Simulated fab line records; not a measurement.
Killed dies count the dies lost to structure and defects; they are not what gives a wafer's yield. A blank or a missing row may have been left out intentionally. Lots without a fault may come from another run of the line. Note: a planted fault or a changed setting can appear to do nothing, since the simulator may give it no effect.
A lot that was struck, set against a sound lot    flow n5_finfet    18 steps out of a route of 1938
Sound: the wafers L542.4, L542.5, L542.6. Struck: wafer L550.6. (L550.3 of the same lot was not struck and is left out.) The cause comes at the end.
Each step with rows lists, per side, the tool, then ch with its chambers, then its first start. Under that, the readings that differ: sound wafers    struck wafers    difference of the means    sigmas: that difference in standard deviations of wafers without a fault.
alike: readings whose means differ by less than 2 such deviations, and words and numbers that are the same on both sides. not compared: withheld readings, readings that some wafer has no value for, bounds like >300 that may hide the same value, and numbers for which the record gives no deviation and whose values overlap.
The two part at a step that has a row with sigmas, a row that says differs or no value, or rows on one side only. Numbers that don't overlap but have no deviation are shown without sigmas and don't part them. Lack of a reading on every wafer of one side parts them only where that side has two or more wafers.

N5_MIM_TOP_LITHO_CD_MEAS_08: the cd target is 2000 nm.
  sound on cd_sem-03 ch 0, day 12 00:12; struck on cd_sem-01 ch 0, day 14 06:40
  alike: cd_nm
N5_MIM_TOP_LITHO_OVL_MEAS_11:
  sound on overlay-01 ch 0, day 12 00:14; struck on overlay-02 ch 0, day 14 06:41
  alike: MIM_TOP_OVL
N5_MIM_TOP_LITHO_INSPECT_12: inspects for defects (macro).
  sound on defect_inspect-02, day 12 00:16; struck on defect_inspect-01, day 14 06:43
  alike: raw_defect_count
N5_MIM_TOP_LITHO_DESCUM_10: chemistry O2, time 7.9 s.
  sound on rie_diel-06 ch 1,2,3, day 12 00:22; struck on rie_diel-06 ch 2, day 14 06:47
  alike: drypump_motor_current_A, oes_product_au, rf_vpp_V, showerhead_plenum_p_Torr, throttle_valve_pct
  not compared: rf_hours_counter_h
N5_MIM_TOP_ETCH_ETCH_00: etches TiN in Cl2/BCl3, target depth 38.5 nm.
  sound on rie_metal-01 ch 0,1, day 12 00:29; struck on rie_metal-01 ch 1, day 14 06:55
  alike: drypump_motor_current_A, oes_product_au, throttle_valve_pct
  not compared: rf_hours_counter_h
N5_MIM_TOP_ETCH_STRIP_01: strips in O2.
  sound on rie_diel-01 ch 0,1,2, day 12 00:35; struck on rie_diel-01 ch 2, day 14 07:01
  alike: drypump_motor_current_A, oes_product_au, rf_vpp_V, showerhead_plenum_p_Torr, throttle_valve_pct
  not compared: rf_hours_counter_h
N5_MIM_TOP_ETCH_PECVD_03: deposits SiNx from SiH4/NH3/N2, target thk 20 nm, time 17.6 s.
  sound on pecvd-02 ch 0,2, day 12 00:40; struck on pecvd-04 ch 2, day 14 07:05
reading                          sound           struck  difference  sigmas
showerhead_plenum_p_Torr (Torr)  5.03 5.12 5.04  5.20    +0.14       +2
  alike: heater_power_outer_w, heater_power_w, throttle_valve_pct
then, 5 steps without rows for these wafers: N5_MIM_BOT_LITHO_HMDS_01 (time 60 s); N5_MIM_BOT_LITHO_COAT_02; N5_MIM_BOT_LITHO_EBR_04; N5_MIM_BOT_LITHO_SOFTBAKE_03 (time 90 s); N5_MIM_BOT_LITHO_EXPOSE_05 (exposes mask MIM BOT).
N5_MIM_BOT_LITHO_PEB_06:
  sound on litho_track-02 ch 0, day 12 00:55; struck on litho_track-02 ch 0, day 14 07:33
then, 2 steps without rows for these wafers: N5_MIM_BOT_LITHO_DEVELOP_07 (develop time 60 s); N5_MIM_BOT_LITHO_HARDBAKE_09 (time 120 s).
N5_MIM_BOT_LITHO_CD_MEAS_08: the cd target is 3000 nm.
  sound on cd_sem-01 ch 0, day 12 01:02; struck on cd_sem-02 ch 0, day 14 07:40
reading     sound                 struck  difference  sigmas
cd_nm (nm)  3003.0 3000.9 3001.4  3008.0  +6.2        +3
N5_MIM_BOT_LITHO_OVL_MEAS_11:
  sound on overlay-01 ch 0, day 12 01:04; struck on overlay-02 ch 0, day 14 07:42
reading           sound      struck  difference  sigmas
MIM_BOT_OVL (nm)  -2 -8 -11  5       +12         +2
N5_PASSIVATION_PROBE_49:
  sound on prober-01, day 12 12:10; struck on prober-02, day 14 20:56
reading                sound        struck  difference  sigmas
killed_at_other        3 0 3        8       +6          +2
sort_bin_6_memory (%)  4.0 4.1 3.8  2.5     -1.5        -2
  alike: defect_limited_yield, killed_at_M0_to_M3, killed_at_M4_up, killed_at_contacts, killed_at_front_end, killed_dies, killed_open, killed_short, sort_bin_5_function, sort_n_pass, sort_yield_pct

WHERE THEY PART
Earliest at N5_MIM_TOP_ETCH_PECVD_03; latest, in this record, at N5_PASSIVATION_PROBE_49.

WHY: the cause the simulator had injected
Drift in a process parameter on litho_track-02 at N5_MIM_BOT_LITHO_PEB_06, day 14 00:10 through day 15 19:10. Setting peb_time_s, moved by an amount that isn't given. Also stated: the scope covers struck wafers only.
